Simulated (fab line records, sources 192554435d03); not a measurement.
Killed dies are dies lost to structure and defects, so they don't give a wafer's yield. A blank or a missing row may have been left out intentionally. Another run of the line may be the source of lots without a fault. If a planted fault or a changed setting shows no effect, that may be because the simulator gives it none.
Chamber matching -- flow n5_finfet -- N5_BEOL_M1_ETCH_69 on rie_diel-01: 4 sister chambers
The step etches SiARC in CF4, target depth 15.6 nm, time 26 s. 4 wafers are shown with their chamber, then 12 later ones without.

## WAFERS, EACH WITH ITS CHAMBER
wafer,chamber,showerhead_plenum_p_Torr (Torr)
L088.5,3,2.10
L089.2,2,2.27
L089.4,0,2.07
L089.5,1,2.14

## WAFERS MISSING THEIR CHAMBER
wafer,showerhead_plenum_p_Torr (Torr)
L090.2,2.07
L090.4,2.10
L090.5,2.27
L091.1,2.10
L091.3,2.07
L091.4,2.27
L092.2,2.27
L092.3,2.07
L092.4,2.14
L094.1,2.07
L094.2,2.09
L094.6,2.14

## EACH ONE'S CHAMBER
wafer,from the rows above,in truth
L090.2,0,0
L090.4,3,3
L090.5,2,2
L091.1,3,3
L091.3,0,0
L091.4,2,2
L092.2,2,2
L092.3,0,0
L092.4,1,1
L094.1,0,0
L094.2,3,3
L094.6,1,1
Correct placement for 12 of the 12. Left unplaced by these rows: 0. 0 placed wrongly.
How it was worked out, from the rows above alone: a wafer's distance from a chamber is the root of the sum, over the readings, of the square of ((its reading less the chamber's mean) divided by the reading's scatter). The wafer belongs to the nearest chamber; if the next one is less than 2 further off, it can't be placed. The mean given for a chamber averages the wafers shown for that chamber. The scatter: with one shown wafer a chamber, the root of the mean of the squares of how far each hidden wafer lies from its nearest shown one.
